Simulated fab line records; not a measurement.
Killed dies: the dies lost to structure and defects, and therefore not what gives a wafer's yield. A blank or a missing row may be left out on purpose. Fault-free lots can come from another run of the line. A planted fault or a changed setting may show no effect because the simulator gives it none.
Split-lot study    flow n5-finfet    21 wafers read from 7 lots, route of 1938 steps

## SPLIT DETAILS
At N5_BEOL_M4_ILD_DEP_00 (deposits SiOC from DEMS/O2, target thk 79 nm, time 15.3 s), the setting time-s was moved away from the recipe's 15.3 s on 7 of the 21 wafers read, by -14.4% to +14.9%. All remaining wafers had this setting at the recipe value.

Split to reading: the file shows no intervening step.

## THE READING
M4_ILD_THK in nanometres, read at N5_BEOL_M4_THK_MEAS_01. On this fab line, fault-free wafers typically give 79.5 nm with a standard deviation of 1 nm.

wafer   tool, chamber at the split  time-s as run, s  against the recipe  M4_ILD_THK, nm  against lot-mates on the recipe
L079.1  pecvd-04, 2                 15.3              recipe              78.6            -
L079.3  pecvd-04, 0                 15.3              recipe              78.8            -
L079.4  pecvd-04, 2                 15.3              recipe              80.6            -
L078.2  pecvd-02, 1                 17.1              +11.8%              87.5            +10.2
L078.3  pecvd-02, 2                 15.3              recipe              77.3            -
L078.6  pecvd-02, 1                 17.1              +11.8%              88.8            +11.5
L085.3  pecvd-04, 2                 13.09             -14.4%              66.7            -13.4
L085.4  pecvd-04, 2                 15.3              recipe              79.9            -
L085.5  pecvd-04, 1                 15.3              recipe              80.2            -
L084.3  pecvd-02, 0                 15.3              recipe              80.0            -
L084.4  pecvd-02, 0                 16.91             +10.5%              88.6            +8.2
L084.5  pecvd-02, 2                 15.3              recipe              80.7            -
L088.1  pecvd-04, 0                 15.3              recipe              78.9            -
L088.3  pecvd-04, 1                 17.58             +14.9%              91.5            +11.2
L088.4  pecvd-04, 1                 15.3              recipe              81.6            -
L091.2  pecvd-04, 1                 15.3              recipe              79.0            -
L091.3  pecvd-04, 2                 16.26             +6.3%               82.8            +3.8
L091.6  pecvd-04, 2                 16.26             +6.3%               85.2            +6.2
L097.2  pecvd-03, 1                 15.3              recipe              79.9            -
L097.3  pecvd-03, 0                 15.3              recipe              78.7            -
L097.5  pecvd-03, 0                 15.3              recipe              80.3            -

THE FIT
A straight line over all 21 wafers: M4_ILD_THK changes by +0.807 nm for each +1% of time-s; r = +0.98; the points scatter about the line by 1.1 nm.
The same after taking each lot's own level away (the mean of its wafers on the recipe; 21 wafers): +0.86 nm for each +1%; r = +0.99; scatter 0.93 nm.
On that fit, the largest move of time-s shifts the reading by 13 nm.
The span of the lots' own levels, 77.30 to 80.35 nm, comes to 3.0 times the standard deviation stated above.
Hence the lot-to-lot level has little effect on the slope; both slopes agree.
Check: for one of the wafers moved furthest among these (+14.9%), held out of the fit, the line's prediction against its lot-mates is +13.2 nm. Against them it came out at +11.2 nm.

## THE OTHER SPLITS THESE WAFERS WENT THROUGH
Note: prior to the reading, these wafers also went through further splits. Each is held against what the fit with the lots' levels taken away leaves over:
other split on the same wafers  wafers away from the commonest value  r with M4_ILD_THK (lot level and that fit taken away)
N5_BEOL_M3_COAT_05 spin-rpm     7                                     -0.06
N5_BEOL_M3_EXPOSE_08 dose-mj    6                                     -0.09

## THE WHOLE CHAIN: every reading that the file lists as answering this split, in the file's order
step                    what it does                                               reading                                                                             change (the file's fit)                r (the file's)
N5_BEOL_M4_ILD_DEP_00   deposits SiOC from DEMS/O2, target thk 79 nm, time 15.3 s  SiOC_of_BEOL_M4_ILD_DEP_00.thk-nm (the simulator's own value, which no gauge read)  +0.844 nm for each +1% of the setting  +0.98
N5_BEOL_M4_THK_MEAS_01                                                             M4_ILD_THK                                                                          +0.845 for each +1% of the setting     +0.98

## THE FILE'S OWN FIT
M4_ILD_THK changes by +0.845 nm for each +1% of time-s, r = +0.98.
